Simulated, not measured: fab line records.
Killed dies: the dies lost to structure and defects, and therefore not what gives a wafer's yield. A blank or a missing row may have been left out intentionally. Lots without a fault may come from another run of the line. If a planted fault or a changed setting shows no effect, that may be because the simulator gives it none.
Chamber matching | flow n5 finfet | N5_BEOL_M8_ILD_DEP_00 on pecvd-02: 3 sister chambers
The step deposits SiCOH lowk from DEMS/porogen, target thk 179.75 nm, time 33.4 s. 3 wafers are shown with their chamber, then 10 later ones without.

WAFERS PAIRED WITH THEIR CHAMBERS
wafer  | chamber | throttle valve pct (%)
L089.2 | 2       | 13.2
L090.3 | 0       | 14.2
L090.5 | 1       | 13.3

WAFERS MISSING THEIR CHAMBER
wafer  | throttle valve pct (%)
L090.6 | 14.3
L093.1 | 13.3
L093.3 | 13.1
L093.6 | 14.3
L094.2 | 13.6
L094.3 | 14.3
L094.5 | 13.3
L097.1 | 13.1
L097.2 | 14.4
L097.3 | 13.3

CHAMBER TAKEN BY EACH
wafer  | from the rows above     | in truth
L090.6 | 0                       | 0
L093.1 | can't be placed: 1 or 2 | 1
L093.3 | can't be placed: 2 or 1 | 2
L093.6 | 0                       | 0
L094.2 | can't be placed: 1 or 2 | 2
L094.3 | 0                       | 0
L094.5 | can't be placed: 1 or 2 | 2
L097.1 | can't be placed: 2 or 1 | 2
L097.2 | 0                       | 0
L097.3 | can't be placed: 1 or 2 | 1
Correct placement for 4 of the 10. Not placeable from these rows: 6 (in 6, the candidates include the true chamber). Placed wrongly: 0.
How it was worked out, from the rows above alone: a wafer's distance from a chamber is the root of the sum, over the readings, of the square of ((its reading less the chamber's mean) divided by the reading's scatter). The wafer belongs to the nearest chamber; if the next one is less than 2 further off, it can't be placed. The mean given for a chamber averages the wafers shown for that chamber. The scatter: root of mean squared gap, hidden wafer to nearest shown wafer, with one shown wafer a chamber.
